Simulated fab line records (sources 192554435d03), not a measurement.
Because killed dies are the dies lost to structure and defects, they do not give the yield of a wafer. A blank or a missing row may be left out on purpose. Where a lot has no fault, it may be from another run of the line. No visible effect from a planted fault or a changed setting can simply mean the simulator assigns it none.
Chamber matching / flow n5-finfet / N5_BEOL_M0_SAQP_PECVD_96 on pecvd-03 has 3 sister chambers
The step deposits a-Si from SiH4/He, target thk 45 nm, time 45.2 s. 3 wafers are shown with their chamber, then 7 later ones without.

== WAFERS PAIRED WITH THEIR CHAMBERS ==
wafer=L475.5; chamber=0; heater-power-outer-w (W)=354
wafer=L479.2; chamber=1; heater-power-outer-w (W)=484
wafer=L479.5; chamber=2; heater-power-outer-w (W)=350

== WAFERS WHOSE CHAMBER IS MISSING ==
wafer=L479.6; heater-power-outer-w (W)=344
wafer=L480.3; heater-power-outer-w (W)=442
wafer=L480.5; heater-power-outer-w (W)=392
wafer=L480.6; heater-power-outer-w (W)=361
wafer=L484.1; heater-power-outer-w (W)=303
wafer=L484.2; heater-power-outer-w (W)=443
wafer=L484.4; heater-power-outer-w (W)=434

== WHICH CHAMBER EACH WENT THROUGH ==
wafer=L479.6; from the rows above=can't be placed: 2 or 0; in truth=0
wafer=L480.3; from the rows above=can't be placed: 1 or 0 or 2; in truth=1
wafer=L480.5; from the rows above=can't be placed: 0 or 2 or 1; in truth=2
wafer=L480.6; from the rows above=can't be placed: 0 or 2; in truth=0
wafer=L484.1; from the rows above=can't be placed: 2 or 0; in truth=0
wafer=L484.2; from the rows above=can't be placed: 1 or 0 or 2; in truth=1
wafer=L484.4; from the rows above=can't be placed: 1 or 0 or 2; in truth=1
Correctly placed: 0 of 7. These rows do not allow placing 7 (true chamber among the candidates in 7). Number placed wrongly: 0.
How it was worked out, from the rows above alone: a wafer's distance from a chamber is the root of the sum, over the readings, of the square of ((its reading less the chamber's mean) divided by the reading's scatter). If the next closest chamber is less than 2 further off than the closest, the wafer can't be placed; otherwise it belongs to the closest. Each chamber's mean is taken over the wafers shown for it. The scatter: with one shown wafer a chamber, the root of the mean of the squares of how far each hidden wafer lies from its nearest shown one.
